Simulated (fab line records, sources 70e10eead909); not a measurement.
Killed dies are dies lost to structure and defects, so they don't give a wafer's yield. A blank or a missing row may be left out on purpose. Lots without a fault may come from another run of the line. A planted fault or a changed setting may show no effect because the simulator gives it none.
Chamber matching | flow nand_harc | NHARC_A_CHANNEL_HOLE_D1_DEP_01 on pecvd-03: 3 sister chambers
The step deposits SiON, target thk 140 nm. 6 wafers are shown with their chamber, then 8 later ones without.

WAFERS WITH THEIR CHAMBER
wafer  | chamber | heater_power_w (W)
L308.6 | 0       | 757
L318.6 | 2       | 768
L322.2 | 1       | 856
L322.5 | 2       | 787
L322.6 | 1       | 868
L323.1 | 0       | 793

WAFERS WITHOUT THEIR CHAMBER
wafer  | heater_power_w (W)
L323.5 | 825
L323.6 | 796
L326.1 | 813
L326.2 | 716
L326.3 | 754
L328.1 | 735
L328.5 | 758
L328.6 | 816

WHICH CHAMBER EACH WENT THROUGH
wafer  | from the rows above          | in truth
L323.5 | can't be placed: 1 or 2 or 0 | 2
L323.6 | can't be placed: 2 or 0      | 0
L326.1 | can't be placed: 2 or 0 or 1 | 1
L326.2 | can't be placed: 0 or 2      | 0
L326.3 | can't be placed: 0 or 2      | 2
L328.1 | can't be placed: 0 or 2      | 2
L328.5 | can't be placed: 0 or 2      | 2
L328.6 | can't be placed: 2 or 0 or 1 | 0
Placed correctly: 0 of 8. Can't be placed from these rows: 8 (the true chamber is among the candidates in 8). Placed wrongly: 0.
How it was worked out, from the rows above alone: a wafer's distance from a chamber is the root of the sum, over the readings, of the square of ((its reading less the chamber's mean) divided by the reading's scatter). The wafer belongs to the nearest chamber; if the next one is less than 2 further off, it can't be placed. A chamber's mean is the mean of its shown wafers. The scatter: the root of (the sum of the squares of (reading less its chamber's mean) over the shown wafers, divided by (wafers less chambers)).
